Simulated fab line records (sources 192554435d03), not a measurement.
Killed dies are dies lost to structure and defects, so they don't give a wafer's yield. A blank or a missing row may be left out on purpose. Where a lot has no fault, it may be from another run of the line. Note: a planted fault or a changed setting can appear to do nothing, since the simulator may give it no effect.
Which of the tools did it?	flow n5_finfet	24 lots with 72 wafers sampled at 6 steps, on a route of 1938 steps

WHAT THE GAUGES READ, wafer by wafer
N5_BEOL_M13_OCD_MEAS_35. Usual: trench_depth_nm reads 410 nm (standard deviation 5.8).
lot	measured	on	trench_depth_nm (nm)	flag
L074	day 11 04:31	ocd-02	401 416 412	
L075	day 11 08:37	ocd-02	414 410 425	
L076	day 12 00:51	ocd-01	413 412 411	
L080	day 12 05:16	ocd-01	413 413 414	
L079	day 12 07:13	ocd-01	398 414 404	
L077	day 12 16:01	ocd-02	407 412 410	
L081	day 12 18:09	ocd-01	401 395 406	
L078	day 12 18:24	ocd-02	407 411 407	
L082	day 12 19:55	ocd-02	411 410 411	
L083	day 13 07:40	ocd-01	397 411 409	
L084	day 13 16:04	ocd-02	411 414 412	
L085	day 14 05:00	ocd-01	410 418 406	
L087	day 14 07:28	ocd-02	419 418 426	
L089	day 14 16:47	ocd-01	409 409 408	
L086	day 14 16:55	ocd-02	408 415 404	
L091	day 14 19:28	ocd-02	412 411 413	
L090	day 14 20:31	ocd-01	411 407 417	
L088	day 14 23:49	ocd-01	409 411 411	
L093	day 15 05:53	ocd-02	406 408 404	
L094	day 16 02:13	ocd-01	410 404 412	
L092	day 16 03:15	ocd-02	400 409 403	
L096	day 16 22:14	ocd-01	408 412 407	
L097	day 17 03:22	ocd-02	413 416 412	
L095	day 17 04:00	ocd-02	406 417 413	

N5_BEOL_M14_RS_MEAS_54: measurement is done with a four-point probe. Usual: M14_RS typically reads 0.0329 ohm/sq, with standard deviation 0.0006.
lot	measured	on	M14_RS (ohm/sq)	flag
L074	day 11 13:37	film_metro-01	0.0331 0.0328 0.0350	
L075	day 11 19:24	film_metro-02	0.0332 0.0330 0.0318	
L076	day 12 09:07	film_metro-02	0.0322 0.0334 0.0320	
L080	day 12 16:57	film_metro-02	0.0324 0.0334 0.0330	
L079	day 13 03:59	film_metro-02	0.0327 0.0321 0.0331	
L077	day 13 06:11	film_metro-01	0.0323 0.0322 0.0330	
L081	day 13 13:50	film_metro-02	0.0318 0.0343 0.0321	
L078	day 13 11:03	film_metro-01	0.0329 0.0328 0.0318	
L082	day 13 14:56	film_metro-01	0.0324 0.0336 0.0321	
L083	day 13 18:28	film_metro-02	0.0323 0.0328 0.0320	
L084	day 14 01:55	film_metro-01	0.0320 0.0329 0.0320	
L085	day 14 16:50	film_metro-01	0.0324 0.0328 0.0333	
L087	day 14 17:39	film_metro-01	0.0335 0.0329 0.0328	
L089	day 15 00:49	film_metro-01	0.0329 0.0318 0.0316	
L086	day 15 02:19	film_metro-02	0.0330 0.0325 0.0336	
L091	day 15 09:50	film_metro-02	0.0329 0.0328 0.0324	
L090	day 15 14:47	film_metro-02	0.0317 0.0318 0.0337	
L088	day 15 14:58	film_metro-02	0.0332 0.0333 0.0335	
L093	day 15 15:17	film_metro-01	0.0324 0.0333 0.0327	
L094	day 16 10:32	film_metro-02	0.0329 0.0333 0.0332	
L092	day 16 11:25	film_metro-01	0.0330 0.0332 0.0334	
L096	day 17 07:17	film_metro-01	0.0330 0.0327 0.0327	
L097	day 17 11:29	film_metro-02	0.0333 0.0339 0.0332	
L095	day 17 15:52	film_metro-02	0.0340 0.0322 0.0325	

TOOL THAT RAN EACH LOT (tool first, then ch and the chambers of the sampled wafers, then the start)
lot	N5_BEOL_M12_PRE_CLEAN_42	N5_BEOL_M12_SPUTTER_45	N5_BEOL_M13_VIA_ETCH_16	N5_BEOL_M14_STRIP_63
L074	pvd_sputter-01, day 11 01:05	pvd_sputter-01, day 11 01:17	rie_diel-02 ch 0,1,2, day 11 02:57	rie_diel-04 ch 1,2,3, day 11 13:37 or earlier
L075	pvd_sputter-02, day 11 04:28	pvd_sputter-02, day 11 04:40	rie_diel-03 ch 0,1,2, day 11 06:36	rie_diel-05 ch 0,2, day 11 19:24 or earlier
L076	pvd_sputter-01, day 11 21:04	pvd_sputter-01, day 11 21:16	rie_diel-02 ch 1,2,3, day 11 23:00	rie_diel-06 ch 1,3, day 12 09:07 or earlier
L080	pvd_sputter-01, day 12 01:50	pvd_sputter-01, day 12 02:02	rie_diel-02 ch 0,2,3, day 12 03:49	rie_diel-04 ch 0,3, day 12 16:57 or earlier
L079	pvd_sputter-01, day 12 03:39	pvd_sputter-01, day 12 03:51	rie_diel-03 ch 0,1,2, day 12 05:40	rie_diel-04 ch 1,2, day 13 03:59 or earlier
L077	pvd_sputter-03, day 12 12:29	pvd_sputter-03, day 12 12:41	rie_diel-02 ch 0,1,2, day 12 14:28	rie_diel-06 ch 1,2, day 13 06:11 or earlier
L081	pvd_sputter-02, day 12 14:17	pvd_sputter-02, day 12 14:29	rie_diel-03 ch 1,2, day 12 16:35	rie_diel-04 ch 0,1,3, day 13 13:50 or earlier
L078	pvd_sputter-02, day 12 14:39	pvd_sputter-02, day 12 14:51	rie_diel-02 ch 0,2,3, day 12 16:58	rie_diel-04 ch 0,1,3, day 13 11:03 or earlier
L082	pvd_sputter-01, day 12 16:23	pvd_sputter-01, day 12 16:35	rie_diel-01 ch 2,3, day 12 18:20	rie_diel-05 ch 0,3, day 13 14:56 or earlier
L083	pvd_sputter-01, day 13 03:49	pvd_sputter-01, day 13 04:01	rie_diel-02 ch 0,2, day 13 05:53	rie_diel-06 ch 1,3, day 13 18:28 or earlier
L084	pvd_sputter-01, day 13 12:32	pvd_sputter-01, day 13 12:44	rie_diel-01 ch 0,1,2, day 13 14:37	rie_diel-04 ch 0,3, day 14 01:55 or earlier
L085	pvd_sputter-01, day 14 00:47	pvd_sputter-01, day 14 00:59	rie_diel-03 ch 0,1,3, day 14 02:53	rie_diel-04 ch 0,1, day 14 16:50 or earlier
L087	pvd_sputter-01, day 14 03:48	pvd_sputter-01, day 14 04:00	rie_diel-02 ch 2,3, day 14 06:01	rie_diel-04 ch 0,1,3, day 14 17:39 or earlier
L089	pvd_sputter-03, day 14 12:43	pvd_sputter-03, day 14 12:55	rie_diel-02 ch 1,2,3, day 14 15:13	rie_diel-06 ch 1,2,3, day 15 00:49 or earlier
L086	pvd_sputter-03, day 14 13:02	pvd_sputter-03, day 14 13:14	rie_diel-01 ch 0,1,3, day 14 15:29	rie_diel-06 ch 0,1,3, day 15 02:19 or earlier
L091	pvd_sputter-02, day 14 15:55	pvd_sputter-02, day 14 16:07	rie_diel-02 ch 0,1,2, day 14 17:48	rie_diel-05 ch 0,2,3, day 15 09:50 or earlier
L090	pvd_sputter-02, day 14 16:38	pvd_sputter-02, day 14 16:50	rie_diel-01 ch 1,2, day 14 18:51	rie_diel-05 ch 0,2,3, day 15 14:47 or earlier
L088	pvd_sputter-03, day 14 20:21	pvd_sputter-03, day 14 20:33	rie_diel-03 ch 0,1, day 14 22:13	rie_diel-06 ch 0,1,3, day 15 14:58 or earlier
L093	pvd_sputter-02, day 15 02:26	pvd_sputter-02, day 15 02:38	rie_diel-02 ch 2,3, day 15 04:26	rie_diel-06 ch 0,2, day 15 15:17 or earlier
L094	pvd_sputter-03, day 15 22:12	pvd_sputter-03, day 15 22:24	rie_diel-03 ch 0,2,3, day 16 00:11	rie_diel-06 ch 2,3, day 16 10:32 or earlier
L092	pvd_sputter-02, day 15 23:28	pvd_sputter-02, day 15 23:40	rie_diel-03 ch 0,1,2, day 16 01:49	rie_diel-06 ch 1,2, day 16 11:25 or earlier
L096	pvd_sputter-02, day 16 18:45	pvd_sputter-02, day 16 18:57	rie_diel-03 ch 0,1,2, day 16 20:48	rie_diel-04 ch 0,2, day 17 07:17 or earlier
L097	pvd_sputter-02, day 16 23:53	pvd_sputter-02, day 17 00:05	rie_diel-01 ch 0,1,2, day 17 01:55	rie_diel-06 ch 0,2,3, day 17 11:29 or earlier
L095	pvd_sputter-03, day 17 00:20	pvd_sputter-03, day 17 00:32	rie_diel-03 ch 0,1,2, day 17 02:26	rie_diel-04 ch 0,1,2, day 17 15:52 or earlier
- N5_BEOL_M12_PRE_CLEAN_42: time 30 s.
- N5_BEOL_M12_SPUTTER_45: material Cu, target thk 80 nm, time 13.33 s.
- N5_BEOL_M13_VIA_ETCH_16: etches SiOC in C4F8/O2/Ar, target depth 921.7 nm.
- N5_BEOL_M14_STRIP_63: strips in O2.

WHAT THE TOOLS THEMSELVES READ (means of the sampled wafers that have a number; where no wafer has one, the mark that the record gives instead)
N5_BEOL_M12_PRE_CLEAN_42. Usual: heater_power_w reads 347 W (standard deviation 20).
lot	tool	heater_power_w (W)	flag
L074	pvd_sputter-01	341	
L075	pvd_sputter-02	362	
L076	pvd_sputter-01	346	
L080	pvd_sputter-01	340	
L079	pvd_sputter-01	346	
L077	pvd_sputter-03	358	
L081	pvd_sputter-02	349	
L078	pvd_sputter-02	348	
L082	pvd_sputter-01	335	
L083	pvd_sputter-01	327	
L084	pvd_sputter-01	348	
L085	pvd_sputter-01	328	
L087	pvd_sputter-01	322	
L089	pvd_sputter-03	354	
L086	pvd_sputter-03	362	
L091	pvd_sputter-02	352	
L090	pvd_sputter-02	353	
L088	pvd_sputter-03	329	
L093	pvd_sputter-02	361	
L094	pvd_sputter-03	341	
L092	pvd_sputter-02	350	
L096	pvd_sputter-02	350	
L097	pvd_sputter-02	348	
L095	pvd_sputter-03	356	

N5_BEOL_M12_SPUTTER_45. Usual: chuck_gas_flow_sccm 1.26 sccm, standard deviation 0.047; throttle_valve_pct 30.6 %, standard deviation 1.1.
lot	tool	chuck_gas_flow_sccm (sccm)	throttle_valve_pct (%)	flag
L074	pvd_sputter-01	1.27	31.2	
L075	pvd_sputter-02	1.26	30.4	
L076	pvd_sputter-01	1.28	31.5	
L080	pvd_sputter-01	1.24	31.4	
L079	pvd_sputter-01	1.26	31.0	
L077	pvd_sputter-03	1.30	30.4	
L081	pvd_sputter-02	1.25	30.5	
L078	pvd_sputter-02	1.25	30.6	
L082	pvd_sputter-01	1.29	31.5	
L083	pvd_sputter-01	1.24	31.6	
L084	pvd_sputter-01	1.27	32.0	
L085	pvd_sputter-01	1.32	31.5	
L087	pvd_sputter-01	1.19	30.7	
L089	pvd_sputter-03	1.24	29.2	
L086	pvd_sputter-03	1.25	29.4	
L091	pvd_sputter-02	1.26	30.4	
L090	pvd_sputter-02	1.23	30.3	
L088	pvd_sputter-03	1.25	29.9	
L093	pvd_sputter-02	1.25	30.7	
L094	pvd_sputter-03	1.21	30.6	
L092	pvd_sputter-02	1.25	30.5	
L096	pvd_sputter-02	1.31	30.6	
L097	pvd_sputter-02	1.22	30.5	
L095	pvd_sputter-03	1.26	29.5	

N5_BEOL_M13_VIA_ETCH_16. Usual: drypump_motor_current_A 5.6 A, standard deviation 0.49; oes_product_au 0.67 a.u., standard deviation 0.049; rf_vpp_V 666 V, standard deviation 3.9; showerhead_plenum_p_Torr 3.44 Torr, standard deviation 0.13; throttle_valve_pct 24.36 %, standard deviation 0.22.
lot	tool	drypump_motor_current_A (A)	oes_product_au (a.u.)	rf_vpp_V (V)	showerhead_plenum_p_Torr (Torr)	throttle_valve_pct (%)	flag
L074	rie_diel-02	5.4	0.66	661	3.29	24.35	
L075	rie_diel-03	5.6	0.65	667	3.45	24.36	
L076	rie_diel-02	5.5	0.69	663	3.35	24.28	
L080	rie_diel-02	5.7	0.69	666	3.40	24.49	
L079	rie_diel-03	5.7	0.65	666	3.45	24.36	
L077	rie_diel-02	5.4	0.64	661	3.28	24.38	
L081	rie_diel-03	6.1	0.65	667	3.49	24.20	
L078	rie_diel-02	5.7	0.69	664	3.40	24.49	
L082	rie_diel-01	4.9	0.75	669	3.54	24.32	
L083	rie_diel-02	5.6	0.65	663	3.33	24.59	
L084	rie_diel-01	5.6	0.71	670	3.55	24.26	
L085	rie_diel-03	5.5	0.64	665	3.45	24.47	
L087	rie_diel-02	6.0	0.70	663	3.31	24.51	
L089	rie_diel-02	5.5	0.67	663	3.34	24.31	
L086	rie_diel-01	5.7	0.67	667	3.49	24.41	
L091	rie_diel-02	5.4	0.64	661	3.27	24.40	
L090	rie_diel-01	5.5	0.74	671	3.57	24.30	
L088	rie_diel-03	5.3	0.64	665	3.39	24.55	
L093	rie_diel-02	5.8	0.71	666	3.45	24.43	
L094	rie_diel-03	5.9	0.65	667	3.48	24.31	
L092	rie_diel-03	5.6	0.63	665	3.43	24.41	
L096	rie_diel-03	5.6	0.63	666	3.43	24.40	
L097	rie_diel-01	5.6	0.69	669	3.54	24.29	
L095	rie_diel-03	5.6	0.63	666	3.43	24.40	

N5_BEOL_M14_STRIP_63. Usual: drypump_motor_current_A 5.6 A, standard deviation 0.54; oes_product_au 0.77 a.u., standard deviation 0.079; rf_vpp_V 3.6 V, standard deviation 0.92; showerhead_plenum_p_Torr 2.07 Torr, standard deviation 0.074; throttle_valve_pct 16.79 %, standard deviation 0.22.
lot	tool	drypump_motor_current_A (A)	oes_product_au (a.u.)	rf_vpp_V (V)	showerhead_plenum_p_Torr (Torr)	throttle_valve_pct (%)	flag
L074	rie_diel-04	5.2	0.74	3.6	2.10	16.90	
L075	rie_diel-05	6.0	0.73	3.0	2.08	16.95	
L076	rie_diel-06	5.3	0.81	3.3	2.01	16.71	
L080	rie_diel-04	5.3	0.71	4.3	2.06	16.95	
L079	rie_diel-04	5.2	0.72	3.6	2.14	16.87	
L077	rie_diel-06	5.6	0.80	4.6	2.06	16.69	
L081	rie_diel-04	5.6	0.75	4.8	2.09	16.90	
L078	rie_diel-04	5.5	0.75	2.8	2.09	16.93	
L082	rie_diel-05	5.5	0.73	2.9	2.08	16.92	
L083	rie_diel-06	5.4	0.75	3.9	1.96	16.91	
L084	rie_diel-04	5.3	0.70	3.6	2.06	16.98	
L085	rie_diel-04	5.9	0.74	4.2	2.15	16.87	
L087	rie_diel-04	5.6	0.74	3.7	2.09	16.94	
L089	rie_diel-06	5.4	0.78	3.2	2.03	16.74	
L086	rie_diel-06	5.7	0.81	4.1	2.00	16.71	
L091	rie_diel-05	5.9	0.71	3.0	2.07	16.90	
L090	rie_diel-05	5.9	0.71	4.6	2.07	16.91	
L088	rie_diel-06	5.7	0.81	3.7	2.00	16.69	
L093	rie_diel-06	6.1	0.87	3.4	2.07	16.49	
L094	rie_diel-06	5.3	0.82	3.5	2.07	16.59	
L092	rie_diel-06	5.6	0.73	3.4	1.98	16.91	
L096	rie_diel-04	5.3	0.87	3.7	2.15	16.59	
L097	rie_diel-06	5.7	0.82	3.9	2.07	16.58	
L095	rie_diel-04	5.6	0.80	4.7	2.14	16.75	

THE ANSWER, worked out from the rows above alone
Rule: a lot counts as off when the mean over its wafers that have a number is more than 3 standard deviations away from the usual mean. A lot without any number at a reading at which 4 lots or more have one is off too. Where the step has rows for the other lots, those lots are counted as sound. After the gauges, taken in route order, come the tools' own readings; for these a lot's mean is taken, as printed above. The first step at which some lot is off is used, and at that step the reading that is off furthest; a lot without a number counts as furthest.
No lot is off on any of the readings shown, so nothing can be concluded from this.

WHAT THE SIMULATOR HAD INSERTED
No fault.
